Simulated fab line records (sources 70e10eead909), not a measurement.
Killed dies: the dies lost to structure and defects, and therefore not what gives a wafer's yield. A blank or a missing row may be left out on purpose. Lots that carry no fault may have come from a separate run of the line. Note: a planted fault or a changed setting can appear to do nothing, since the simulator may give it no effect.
The tool behind it: which one?    flow nand-harc    24 lots, 72 wafers sampled, at 5 steps of a route of 1302

## WHAT THE GAUGES READ, wafer by wafer
NHARC_A_ONON_D1_THK_MEAS_11: measures by ellipsometry. Usual: thk-nm 1003 nm, standard deviation 11.
lot   measured      on             thk-nm (nm)     flag
L074  day 7 22:31   film-metro-01  1024 1024 1023  
L075  day 8 07:43   film-metro-02  994 995 993     
L076  day 8 21:58   film-metro-01  1009 1012 1010  
L077  day 9 04:20   film-metro-02  1022 1023 1022  
L079  day 9 21:55   film-metro-01  999 998 1000    
L078  day 10 06:56  film-metro-02  987 986 986     
L080  day 10 15:51  film-metro-02  998 998 997     
L081  day 11 05:18  film-metro-01  1008 1010 1008  
L082  day 11 05:20  film-metro-01  995 996 994     
L083  day 11 20:21  film-metro-01  981 979 980     
L084  day 12 05:22  film-metro-02  1007 1006 1006  
L085  day 12 12:34  film-metro-01  1008 1007 1006  
L086  day 12 22:31  film-metro-01  1003 1003 1003  
L087  day 13 06:56  film-metro-01  1006 1007 1006  
L088  day 13 16:18  film-metro-01  1014 1014 1014  
L089  day 13 21:55  film-metro-01  1004 1005 1002  
L090  day 14 03:56  film-metro-02  1017 1016 1016  
L091  day 14 18:55  film-metro-02  999 999 999     
L092  day 15 10:38  film-metro-01  977 977 978     
L093  day 15 10:40  film-metro-02  1007 1007 1008  
L094  day 15 23:54  film-metro-02  995 995 995     
L095  day 16 23:15  film-metro-01  998 998 997     
L096  day 17 05:08  film-metro-01  1008 1008 1007  
L097  day 17 11:41  film-metro-01  1003 1005 1005  

NHARC_A_ONON_D1_THK_MEAS_21: measures by ellipsometry. Usual: thk-nm 1004 nm, standard deviation 9.8.
lot   measured      on             thk-nm (nm)     flag
L074  day 8 07:04   film-metro-02  1009 1009 1009  
L075  day 8 16:56   film-metro-01  999 999 997     
L076  day 9 07:44   film-metro-01  1003 1005 1004  
L077  day 9 13:15   film-metro-02  993 991 992     
L079  day 10 06:55  film-metro-01  1003 1004 1005  
L078  day 10 19:11  film-metro-02  996 993 995     
L080  day 11 00:35  film-metro-01  1009 1008 1011  
L081  day 11 14:14  film-metro-02  1004 1004 1005  
L082  day 11 14:13  film-metro-01  991 991 991     
L083  day 12 09:20  film-metro-01  1016 1015 1016  
L084  day 12 14:20  film-metro-01  1002 1001 1000  
L085  day 12 21:28  film-metro-02  1013 1011 1013  
L086  day 13 07:29  film-metro-01  986 984 985     
L087  day 13 15:58  film-metro-01  1003 1002 1002  
L088  day 14 03:09  film-metro-01  992 991 992     
L089  day 14 06:49  film-metro-01  1003 1005 1002  
L090  day 14 13:59  film-metro-02  998 1000 998    
L091  day 15 03:57  film-metro-01  1030 1028 1031  
L092  day 15 19:47  film-metro-01  1005 1003 1003  
L093  day 15 19:48  film-metro-02  1005 1006 1004  
L094  day 16 08:48  film-metro-01  1001 998 999    
L095  day 17 10:04  film-metro-02  1011 1011 1009  
L096  day 17 15:29  film-metro-02  1018 1018 1017  
L097  day 17 20:54  film-metro-02  1016 1015 1016  

NHARC_A_ONON_D1_THK_MEAS_34: measures by ellipsometry. Usual: thk-nm 199 nm, standard deviation 3.1.
lot   measured      on             thk-nm (nm)  flag
L074  day 8 09:22   film-metro-01  194 202 201  
L075  day 8 19:07   film-metro-01  198 198 197  
L076  day 9 09:56   film-metro-01  200 200 200  
L077  day 9 15:30   film-metro-01  194 199 198  
L079  day 10 09:06  film-metro-02  198 203 198  
L078  day 10 21:22  film-metro-02  200 199 201  
L080  day 11 02:46  film-metro-02  200 196 207  
L081  day 11 16:26  film-metro-01  198 199 203  
L082  day 11 16:24  film-metro-02  206 203 205  
L083  day 12 11:32  film-metro-01  197 203 205  
L084  day 12 16:32  film-metro-01  196 201 199  
L085  day 12 23:48  film-metro-02  198 200 199  
L086  day 13 09:40  film-metro-01  195 199 196  
L087  day 13 18:08  film-metro-02  197 200 199  
L088  day 14 05:20  film-metro-02  198 200 202  
L089  day 14 08:59  film-metro-02  197 200 196  
L090  day 14 16:08  film-metro-01  195 203 198  
L091  day 15 06:07  film-metro-01  195 199 201  
L092  day 15 21:58  film-metro-02  196 196 200  
L093  day 15 21:58  film-metro-01  202 198 201  
L094  day 16 11:00  film-metro-01  198 195 202  
L095  day 17 12:14  film-metro-01  197 195 196  
L096  day 17 17:40  film-metro-01  200 198 201  
L097  day 17 23:05  film-metro-01  200 206 204  

## EACH LOT AND THE TOOL THAT RAN IT (in order: tool; ch and the chambers of the sampled wafers; start)
lot   NHARC_P_BONDPAD_ETCH_12                        NHARC_P_BONDPAD_ANNEAL_28
L074  rie-diel-02 ch 0,2,3, day 6 20:37 or earlier   rtp-anneal-01 ch 0, day 6 20:37
L075  rie-diel-02 ch 2,3, day 7 05:56 or earlier     rtp-anneal-02 ch 0, day 7 05:56
L076  rie-diel-06 ch 0,2,3, day 7 20:13 or earlier   rtp-anneal-01 ch 0, day 7 20:13
L077  rie-diel-11 ch 1,2, day 8 00:17 or earlier     rtp-anneal-02 ch 0, day 8 00:17
L079  rie-diel-11 ch 1,2,3, day 8 19:48 or earlier   rtp-anneal-02 ch 0, day 8 19:48
L078  rie-diel-11 ch 0,2,3, day 9 05:29 or earlier   rtp-anneal-01 ch 0, day 9 05:29
L080  rie-diel-06 ch 1,3, day 9 13:38 or earlier     rtp-anneal-02 ch 0, day 9 13:38
L081  rie-diel-06 ch 2,3, day 10 03:29 or earlier    rtp-anneal-02 ch 0, day 10 03:29
L082  rie-diel-11 ch 1,2, day 10 06:17 or earlier    rtp-anneal-01 ch 0, day 10 06:17
L083  rie-diel-06 ch 2,3, day 10 18:34 or earlier    rtp-anneal-01 ch 0, day 10 18:34
L084  rie-diel-11 ch 0,1,2, day 11 02:34 or earlier  rtp-anneal-02 ch 0, day 11 02:34
L085  rie-diel-02 ch 0,1,3, day 11 10:26 or earlier  rtp-anneal-01 ch 0, day 11 10:26
L086  rie-diel-02 ch 1,2,3, day 11 20:50 or earlier  rtp-anneal-02 ch 0, day 11 20:50
L087  rie-diel-02 ch 0,1,2, day 11 23:44 or earlier  rtp-anneal-02 ch 0, day 11 23:44
L088  rie-diel-11 ch 2,3, day 12 14:32 or earlier    rtp-anneal-02 ch 0, day 12 14:32
L089  rie-diel-06 ch 0,1,3, day 12 20:25 or earlier  rtp-anneal-02 ch 0, day 12 20:25
L090  rie-diel-11 ch 0,1,3, day 13 01:59 or earlier  rtp-anneal-02 ch 0, day 13 01:59
L091  rie-diel-02 ch 0,1,3, day 13 14:34 or earlier  rtp-anneal-01 ch 0, day 13 14:34
L092  rie-diel-06 ch 1,2,3, day 14 06:53 or earlier  rtp-anneal-01 ch 0, day 14 06:53
L093  rie-diel-02 ch 0,1,2, day 14 10:56 or earlier  rtp-anneal-02 ch 0, day 14 10:56
L094  rie-diel-06 ch 0,2, day 14 20:51 or earlier    rtp-anneal-02 ch 0, day 14 20:51
L095  rie-diel-06 ch 0,1,3, day 15 21:17 or earlier  rtp-anneal-01 ch 0, day 15 21:17
L096  rie-diel-06 ch 1,2,3, day 16 01:44 or earlier  rtp-anneal-01 ch 0, day 16 01:44
L097  rie-diel-11 ch 0,1, day 16 08:20 or earlier    rtp-anneal-02 ch 0, day 16 08:20
- NHARC_P_BONDPAD_ETCH_12: etches the open film in CHF3/O2, target depth 200 nm, time 100 s.
- NHARC_P_BONDPAD_ANNEAL_28: time 90 s.

## AS READ BY THE TOOLS THEMSELVES (means over the sampled wafers that have a number; for cases with no such wafer, the mark the record gives instead)
NHARC_P_BONDPAD_ETCH_12. Usual: drypump-motor-current-A 5.5 A, standard deviation 0.46; oes-product-au 0.948 a.u., standard deviation 0.023; rf-vpp-V 370.9 V, standard deviation 2.2; showerhead-plenum-p-Torr 2.41 Torr, standard deviation 0.098; throttle-valve-pct 20.573 %, standard deviation 0.0094.
lot   tool         drypump-motor-current-A (A)  oes-product-au (a.u.)  rf-vpp-V (V)  showerhead-plenum-p-Torr (Torr)  throttle-valve-pct (%)  flag
L074  rie-diel-02  5.9                          0.946                  371.0         2.43                             20.577                  
L075  rie-diel-02  6.3                          0.927                  370.6         2.41                             20.579                  
L076  rie-diel-06  5.5                          0.968                  371.3         2.41                             20.583                  
L077  rie-diel-11  5.1                          0.927                  369.7         2.32                             20.561                  
L079  rie-diel-11  5.4                          0.935                  369.5         2.37                             20.573                  
L078  rie-diel-11  5.4                          0.928                  368.9         2.33                             20.573                  
L080  rie-diel-06  5.1                          0.962                  370.8         2.44                             20.574                  
L081  rie-diel-06  5.1                          0.924                  370.4         2.41                             20.580                  
L082  rie-diel-11  5.1                          0.926                  368.7         2.32                             20.567                  
L083  rie-diel-06  5.5                          0.966                  372.7         2.49                             20.571                  
L084  rie-diel-11  5.1                          0.948                  368.5         2.30                             20.578                  
L085  rie-diel-02  5.7                          0.967                  372.8         2.45                             20.569                  
L086  rie-diel-02  6.1                          0.917                  371.8         2.43                             20.575                  
L087  rie-diel-02  5.9                          0.961                  370.8         2.43                             20.568                  
L088  rie-diel-11  5.3                          0.980                  369.7         2.35                             20.575                  
L089  rie-diel-06  5.3                          0.969                  369.9         2.38                             20.573                  
L090  rie-diel-11  5.4                          0.966                  370.0         2.35                             20.576                  
L091  rie-diel-02  5.7                          0.924                  371.5         2.45                             20.573                  
L092  rie-diel-06  5.3                          0.982                  372.2         2.47                             20.581                  
L093  rie-diel-02  5.8                          0.919                  371.1         2.43                             20.564                  
L094  rie-diel-06  5.8                          0.960                  372.2         2.50                             20.563                  
L095  rie-diel-06  5.3                          0.967                  370.3         2.38                             20.568                  
L096  rie-diel-06  5.3                          0.978                  372.3         2.47                             20.568                  
L097  rie-diel-11  5.1                          0.930                  368.8         2.28                             20.570                  

NHARC_P_BONDPAD_ANNEAL_28. Usual: wafer_temp_C_max 225.87, standard deviation 0.22.
lot   tool           wafer_temp_C_max  flag
L074  rtp-anneal-01  225.84            
L075  rtp-anneal-02  225.88            
L076  rtp-anneal-01  225.86            
L077  rtp-anneal-02  225.82            
L079  rtp-anneal-02  225.69            
L078  rtp-anneal-01  226.04            
L080  rtp-anneal-02  225.86            
L081  rtp-anneal-02  226.02            
L082  rtp-anneal-01  225.91            
L083  rtp-anneal-01  225.65            
L084  rtp-anneal-02  225.74            
L085  rtp-anneal-01  225.59            
L086  rtp-anneal-02  225.72            
L087  rtp-anneal-02  225.98            
L088  rtp-anneal-02  225.74            
L089  rtp-anneal-02  226.08            
L090  rtp-anneal-02  225.59            
L091  rtp-anneal-01  225.71            
L092  rtp-anneal-01  226.05            
L093  rtp-anneal-02  225.68            
L094  rtp-anneal-02  225.91            
L095  rtp-anneal-01  225.89            
L096  rtp-anneal-01  225.87            
L097  rtp-anneal-02  226.20            

## THE ANSWER, worked out from the rows above alone
Rule: a lot counts as off when the mean over its wafers that have a number is more than 3 standard deviations away from the usual mean. Also off: a lot with no number at a reading for which 4 or more lots have one. All remaining lots with rows at the step are treated as sound. Order of review: gauges by route order, followed by the tools' own readings, for which a lot's mean as printed above is used. The first step at which some lot is off is used, and at that step the reading that is off furthest; a lot without a number counts as furthest.
No lot is off at any reading shown: from this, nothing can be told.

## WHAT HAD BEEN PUT IN BY THE SIMULATOR
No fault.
